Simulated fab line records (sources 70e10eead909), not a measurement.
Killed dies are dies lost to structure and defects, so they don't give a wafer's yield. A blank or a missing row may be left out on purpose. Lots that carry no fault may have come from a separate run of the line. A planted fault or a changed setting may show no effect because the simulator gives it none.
What tool caused it? / flow nandHarc / 12 lots with 36 wafers sampled at 6 steps, on a route of 1159 steps

## WHAT THE GAUGES SHOWED, per wafer
NHARC_P_START_INSPECT_01.
lot=L320; measured=day 1 18:02; on=defectInspect-02; rawDefectCount=1 4 1
lot=L321; measured=day 2 00:02; on=defectInspect-02; rawDefectCount=5 5 2
lot=L324; measured=day 2 18:02; on=defectInspect-01; rawDefectCount=2 3 2
lot=L329; measured=day 4 00:02; on=defectInspect-02; rawDefectCount=5 5 5
lot=L331; measured=day 4 12:02; on=defectInspect-01; rawDefectCount=0 4 3
lot=L332; measured=day 4 18:02; on=defectInspect-01; rawDefectCount=2 5 3
lot=L334; measured=day 5 06:02; on=defectInspect-02; rawDefectCount=2 2 7
lot=L337; measured=day 6 00:02; on=defectInspect-01; rawDefectCount=3 11 3
lot=L338; measured=day 6 06:02; on=defectInspect-01; rawDefectCount=3 2 5
lot=L339; measured=day 6 12:02; on=defectInspect-02; rawDefectCount=2 4 2
lot=L341; measured=day 7 00:02; on=defectInspect-02; rawDefectCount=2 4 3
lot=L342; measured=day 7 06:02; on=defectInspect-01; rawDefectCount=2 5 0

NHARC_P_ZERO_WELL_CD_MEAS_52: target cd 2000 nm.
lot=L320; measured=day 1 23:42; on=cdSem-03; cdNm (nm)=2003.0 1999.9 2001.1
lot=L321; measured=day 2 05:44; on=cdSem-03; cdNm (nm)=- - -
lot=L324; measured=day 2 23:43; on=cdSem-03; cdNm (nm)=1999.9 1999.6 2002.3
lot=L329; measured=day 4 05:55; on=cdSem-03; cdNm (nm)=2001.5 2000.7 2001.1
lot=L331; measured=day 4 23:05; on=cdSem-02; cdNm (nm)=2000.7 1998.6 2003.6
lot=L332; measured=day 4 23:53; on=cdSem-03; cdNm (nm)=2002.9 2001.3 2001.1
lot=L334; measured=day 5 11:46; on=cdSem-01; cdNm (nm)=2003.7 2005.0 2001.6
lot=L337; measured=day 6 05:39; on=cdSem-03; cdNm (nm)=2001.0 2001.3 2001.3
lot=L338; measured=day 6 11:43; on=cdSem-03; cdNm (nm)=2003.4 2002.1 2002.4
lot=L339; measured=day 6 17:52; on=cdSem-02; cdNm (nm)=1997.9 1997.5 2000.9
lot=L341; measured=day 7 05:47; on=cdSem-03; cdNm (nm)=2000.2 1996.9 1997.1
lot=L342; measured=day 7 11:45; on=cdSem-01; cdNm (nm)=2004.7 2002.3 2000.2

NHARC_END_SORT_01.
lot=L321; measured=day 20 01:08; on=prober-02; killedAtArray=11 15 14; killedAtOther=2 1 1; killedAtPeriphery=664 661 662; killedDies=677 677 677; killedOpen=2 3 0; killedShort=1 1 1
lot=L331; measured=day 22 03:17; on=prober-01; killedAtArray=40 27 17; killedAtOther=1 0 1; killedAtPeriphery=3 2 1; killedDies=44 29 19; killedOpen=4 4 3; killedShort=6 0 1

## WHICH TOOL RAN EACH LOT (tool, then ch and the chambers of the sampled wafers, then the start)
lot=L320; NHARC_P_ZERO_WELL_ETCH_63=rieSi-02 ch 0,1,3, day 1 19:35; NHARC_P_ZERO_WELL_EXPOSE_49=krfScanner-04 ch 0, day 1 23:33; NHARC_P_STI_DESCUM_14=rieDiel-10 ch 0,1,2, day 2 22:38
lot=L321; NHARC_P_ZERO_WELL_ETCH_63=rieSi-05 ch 0,2,3, day 2 01:35; NHARC_P_ZERO_WELL_EXPOSE_49=krfScanner-02 ch 0, day 2 05:35; NHARC_P_STI_DESCUM_14=-
lot=L324; NHARC_P_ZERO_WELL_ETCH_63=rieSi-04 ch 0,1,3, day 2 19:42; NHARC_P_ZERO_WELL_EXPOSE_49=krfScanner-04 ch 0, day 2 23:33; NHARC_P_STI_DESCUM_14=rieDiel-10 ch 0,3, day 3 18:25
lot=L329; NHARC_P_ZERO_WELL_ETCH_63=rieSi-02 ch 1,3, day 4 01:32; NHARC_P_ZERO_WELL_EXPOSE_49=krfScanner-02 ch 0, day 4 05:45; NHARC_P_STI_DESCUM_14=rieDiel-03 ch 1,2, day 5 01:50
lot=L331; NHARC_P_ZERO_WELL_ETCH_63=rieSi-05 ch 0,1,2, day 4 13:43; NHARC_P_ZERO_WELL_EXPOSE_49=krfScanner-02 ch 0, day 4 22:55; NHARC_P_STI_DESCUM_14=rieDiel-10 ch 0,1,3, day 5 16:25
lot=L332; NHARC_P_ZERO_WELL_ETCH_63=rieSi-02 ch 1,2,3, day 4 19:39; NHARC_P_ZERO_WELL_EXPOSE_49=krfScanner-02 ch 0, day 4 23:43; NHARC_P_STI_DESCUM_14=rieDiel-05 ch 1,2,3, day 5 16:35
lot=L334; NHARC_P_ZERO_WELL_ETCH_63=rieSi-02 ch 0,1,3, day 5 07:43; NHARC_P_ZERO_WELL_EXPOSE_49=krfScanner-04 ch 0, day 5 11:36; NHARC_P_STI_DESCUM_14=rieDiel-10 ch 1,2, day 6 08:48
lot=L337; NHARC_P_ZERO_WELL_ETCH_63=rieSi-02 ch 0,1,3, day 6 01:34; NHARC_P_ZERO_WELL_EXPOSE_49=krfScanner-01 ch 0, day 6 05:30; NHARC_P_STI_DESCUM_14=rieDiel-10 ch 1,3, day 7 01:11
lot=L338; NHARC_P_ZERO_WELL_ETCH_63=rieSi-05 ch 1,2,3, day 6 07:40; NHARC_P_ZERO_WELL_EXPOSE_49=krfScanner-02 ch 0, day 6 11:34; NHARC_P_STI_DESCUM_14=rieDiel-03 ch 1,2, day 7 05:15
lot=L339; NHARC_P_ZERO_WELL_ETCH_63=rieSi-05 ch 1,2,3, day 6 13:41; NHARC_P_ZERO_WELL_EXPOSE_49=krfScanner-01 ch 0, day 6 17:43; NHARC_P_STI_DESCUM_14=rieDiel-10 ch 0,2,3, day 7 14:06
lot=L341; NHARC_P_ZERO_WELL_ETCH_63=rieSi-02 ch 1,2,3, day 7 01:42; NHARC_P_ZERO_WELL_EXPOSE_49=krfScanner-01 ch 0, day 7 05:38; NHARC_P_STI_DESCUM_14=rieDiel-10 ch 1,2,3, day 8 01:27
lot=L342; NHARC_P_ZERO_WELL_ETCH_63=rieSi-04 ch 0,2,3, day 7 07:41; NHARC_P_ZERO_WELL_EXPOSE_49=krfScanner-02 ch 0, day 7 11:36; NHARC_P_STI_DESCUM_14=rieDiel-05 ch 0,1,3, day 8 05:04
- NHARC_P_ZERO_WELL_ETCH_63: etches the open film in HBr/Cl2, target depth 120 nm, time 40.1 s.
- NHARC_P_ZERO_WELL_EXPOSE_49: exposes mask P HVPW, target cd 2000 nm.
- NHARC_P_STI_DESCUM_14: chemistry O2, time 3 s.

## AS READ BY THE TOOLS THEMSELVES (means over the sampled wafers that have a number; for cases with no such wafer, the mark the record gives instead)
NHARC_P_ZERO_WELL_ETCH_63.
lot=L320; tool=rieSi-02; drypumpMotorCurrentA (A)=5.8; heBacksideLeakSccm (sccm)=2.61; oesProductAu (a.u.)=0.999; throttleValvePct (%)=26.396
lot=L321; tool=rieSi-05; drypumpMotorCurrentA (A)=5.6; heBacksideLeakSccm (sccm)=2.71; oesProductAu (a.u.)=1.005; throttleValvePct (%)=26.405
lot=L324; tool=rieSi-04; drypumpMotorCurrentA (A)=5.5; heBacksideLeakSccm (sccm)=2.66; oesProductAu (a.u.)=1.001; throttleValvePct (%)=26.407
lot=L329; tool=rieSi-02; drypumpMotorCurrentA (A)=5.8; heBacksideLeakSccm (sccm)=2.63; oesProductAu (a.u.)=1.009; throttleValvePct (%)=26.406
lot=L331; tool=rieSi-05; drypumpMotorCurrentA (A)=5.5; heBacksideLeakSccm (sccm)=2.86; oesProductAu (a.u.)=1.005; throttleValvePct (%)=26.400
lot=L332; tool=rieSi-02; drypumpMotorCurrentA (A)=5.9; heBacksideLeakSccm (sccm)=2.72; oesProductAu (a.u.)=1.003; throttleValvePct (%)=26.397
lot=L334; tool=rieSi-02; drypumpMotorCurrentA (A)=5.8; heBacksideLeakSccm (sccm)=2.71; oesProductAu (a.u.)=1.000; throttleValvePct (%)=26.404
lot=L337; tool=rieSi-02; drypumpMotorCurrentA (A)=5.8; heBacksideLeakSccm (sccm)=2.59; oesProductAu (a.u.)=1.003; throttleValvePct (%)=26.413
lot=L338; tool=rieSi-05; drypumpMotorCurrentA (A)=5.8; heBacksideLeakSccm (sccm)=2.76; oesProductAu (a.u.)=0.995; throttleValvePct (%)=26.408
lot=L339; tool=rieSi-05; drypumpMotorCurrentA (A)=5.8; heBacksideLeakSccm (sccm)=2.83; oesProductAu (a.u.)=1.000; throttleValvePct (%)=26.400
lot=L341; tool=rieSi-02; drypumpMotorCurrentA (A)=5.9; heBacksideLeakSccm (sccm)=2.67; oesProductAu (a.u.)=1.003; throttleValvePct (%)=26.399
lot=L342; tool=rieSi-04; drypumpMotorCurrentA (A)=5.8; heBacksideLeakSccm (sccm)=2.75; oesProductAu (a.u.)=0.993; throttleValvePct (%)=26.406

NHARC_P_STI_DESCUM_14.
lot=L320; tool=rieDiel-10; drypumpMotorCurrentA (A)=5.6; oesProductAu (a.u.)=1.002; rfVppV (V)=57.3; showerheadPlenumPTorr (Torr)=1.94; throttleValvePct (%)=11.310
lot=L324; tool=rieDiel-10; drypumpMotorCurrentA (A)=5.6; oesProductAu (a.u.)=1.005; rfVppV (V)=58.0; showerheadPlenumPTorr (Torr)=1.95; throttleValvePct (%)=11.302
lot=L329; tool=rieDiel-03; drypumpMotorCurrentA (A)=5.8; oesProductAu (a.u.)=1.000; rfVppV (V)=57.3; showerheadPlenumPTorr (Torr)=1.92; throttleValvePct (%)=11.309
lot=L331; tool=rieDiel-10; drypumpMotorCurrentA (A)=5.7; oesProductAu (a.u.)=1.005; rfVppV (V)=58.1; showerheadPlenumPTorr (Torr)=1.94; throttleValvePct (%)=11.311
lot=L332; tool=rieDiel-05; drypumpMotorCurrentA (A)=6.1; oesProductAu (a.u.)=0.995; rfVppV (V)=57.8; showerheadPlenumPTorr (Torr)=1.88; throttleValvePct (%)=11.302
lot=L334; tool=rieDiel-10; drypumpMotorCurrentA (A)=5.6; oesProductAu (a.u.)=0.991; rfVppV (V)=58.3; showerheadPlenumPTorr (Torr)=1.96; throttleValvePct (%)=11.303
lot=L337; tool=rieDiel-10; drypumpMotorCurrentA (A)=5.6; oesProductAu (a.u.)=1.003; rfVppV (V)=57.8; showerheadPlenumPTorr (Torr)=1.96; throttleValvePct (%)=11.306
lot=L338; tool=rieDiel-03; drypumpMotorCurrentA (A)=5.8; oesProductAu (a.u.)=0.988; rfVppV (V)=57.6; showerheadPlenumPTorr (Torr)=1.92; throttleValvePct (%)=11.303
lot=L339; tool=rieDiel-10; drypumpMotorCurrentA (A)=5.6; oesProductAu (a.u.)=1.006; rfVppV (V)=57.7; showerheadPlenumPTorr (Torr)=1.95; throttleValvePct (%)=11.308
lot=L341; tool=rieDiel-10; drypumpMotorCurrentA (A)=5.6; oesProductAu (a.u.)=0.996; rfVppV (V)=58.2; showerheadPlenumPTorr (Torr)=1.96; throttleValvePct (%)=11.318
lot=L342; tool=rieDiel-05; drypumpMotorCurrentA (A)=6.0; oesProductAu (a.u.)=1.002; rfVppV (V)=58.0; showerheadPlenumPTorr (Torr)=1.96; throttleValvePct (%)=11.310

## THE ANSWER, worked out from the rows above alone
Rule: what is usual is taken from the lots themselves. The widest of any qualifying gaps counts: lots, ordered by their means at a reading, are off when they make up no more than a third of the lots, leave a main group of 4 or more, and stand apart from it by 3 or more times the standard deviation of that group's means. The tables above print the reading to a certain number of digits; a main group whose means all agree to those digits is not used. Also off: a lot with no number at a reading for which 4 or more lots have one. Any other lot the step has rows for is counted as sound. The gauges are gone through in route order, then the tools' own readings, and for those a lot's mean is taken as printed above. The first step at which some lot is off is used, and at that step the reading that is off furthest; a lot without a number counts as furthest.
Off, at NHARC_P_ZERO_WELL_CD_MEAS_52 on cdNm: L321. Without a number there: L321. The main group: mean 2001.1 nm, standard deviation 1.5.
If a tool, at a process step before that reading, ran all the lots that are off and no sound lot after the first of them, it fits. Not tried: the gauges at NHARC_P_ZERO_WELL_CD_MEAS_52; whatever is off there is also off at NHARC_P_ZERO_WELL_ETCH_63, on other tools, and gauge error can't account for it. Of those tried, none fits.

## WHAT THE SIMULATOR PUT IN
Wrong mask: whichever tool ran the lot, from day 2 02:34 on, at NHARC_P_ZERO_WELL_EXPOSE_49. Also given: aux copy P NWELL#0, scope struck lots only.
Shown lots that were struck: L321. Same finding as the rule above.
